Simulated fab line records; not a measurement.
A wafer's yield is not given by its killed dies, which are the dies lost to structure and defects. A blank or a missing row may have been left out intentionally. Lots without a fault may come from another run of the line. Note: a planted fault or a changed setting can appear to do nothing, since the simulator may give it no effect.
Matching of chambers	flow n5-finfet	4 sister chambers for N5_MOL_CONTACT_COAG_ETCH_106 on rie-diel-05
The step etches SOC in N2/H2, target depth 80 nm, overetch 16 nm, time 120 s. 4 wafers are shown with their chamber, then 11 later ones without.

== WAFERS, EACH WITH ITS CHAMBER ==
wafer	chamber	showerhead-plenum-p-Torr (Torr)
L090.4	0	2.36
L091.1	1	2.50
L091.2	3	2.62
L092.2	2	2.67

== WAFERS WITHOUT THEIR CHAMBER ==
wafer	showerhead-plenum-p-Torr (Torr)
L092.3	2.62
L092.5	2.62
L093.2	2.67
L093.4	2.67
L093.6	2.50
L097.1	2.66
L097.2	2.49
L097.3	2.36
L097.4	2.66
L097.5	2.36
L097.6	2.49

== CHAMBER TAKEN BY EACH ==
wafer	from the rows above	in truth
L092.3	3	3
L092.5	3	3
L093.2	2	2
L093.4	2	2
L093.6	1	1
L097.1	2	2
L097.2	1	1
L097.3	0	0
L097.4	2	2
L097.5	0	0
L097.6	1	1
Placed correctly: 11 of 11. Can't be placed from these rows: 0. Wrongly placed: 0.
How it was worked out, from the rows above alone: a wafer's distance from a chamber is the root of the sum, over the readings, of the square of ((its reading less the chamber's mean) divided by the reading's scatter). If the next closest chamber is less than 2 further off than the closest, the wafer can't be placed; otherwise it belongs to the closest. A chamber's mean is the mean of its shown wafers. The scatter (one wafer shown for each chamber): square how far every hidden wafer sits from the nearest shown wafer, average those squares and take the square root.
